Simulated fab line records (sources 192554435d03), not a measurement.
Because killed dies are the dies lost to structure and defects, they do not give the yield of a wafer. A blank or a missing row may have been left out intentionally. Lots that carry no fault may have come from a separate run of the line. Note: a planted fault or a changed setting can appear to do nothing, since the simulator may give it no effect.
Chamber matching ; flow n5_finfet ; N5_BEOL_M4_ETCH_77 on rie_diel-06: 4 sister chambers
The step etches underlayer in N2/H2, target depth 6.5 nm, time 5.2 s. 4 wafers are shown with their chamber, then 12 later ones without.

== WAFERS, EACH WITH ITS CHAMBER ==
wafer;chamber;drypump_motor_current_A (A)
L088.2;2;5.4
L090.1;1;5.0
L090.2;0;5.8
L090.3;3;6.4

== WAFERS WITHOUT THEIR CHAMBER ==
wafer;drypump_motor_current_A (A)
L091.3;5.0
L091.4;5.7
L091.6;5.7
L095.1;6.4
L095.2;5.8
L095.3;5.4
L094.1;5.4
L094.2;5.7
L094.3;6.4
L097.1;5.0
L097.3;5.7
L097.6;6.4

== EACH ONE'S CHAMBER ==
wafer;from the rows above;in truth
L091.3;1;1
L091.4;0;0
L091.6;0;0
L095.1;3;3
L095.2;0;0
L095.3;2;2
L094.1;2;2
L094.2;0;0
L094.3;3;3
L097.1;1;1
L097.3;0;0
L097.6;3;3
Correctly placed: 12 of 12. From these rows, 0 cannot be placed. Placed wrongly: 0.
How it was worked out, from the rows above alone: a wafer's distance from a chamber is the root of the sum, over the readings, of the square of ((its reading less the chamber's mean) divided by the reading's scatter). The wafer belongs to the nearest chamber; if the next one is less than 2 further off, it can't be placed. For every chamber, the mean is computed from those of its wafers that are shown. The scatter: root of mean squared gap, hidden wafer to nearest shown wafer, with one shown wafer a chamber.
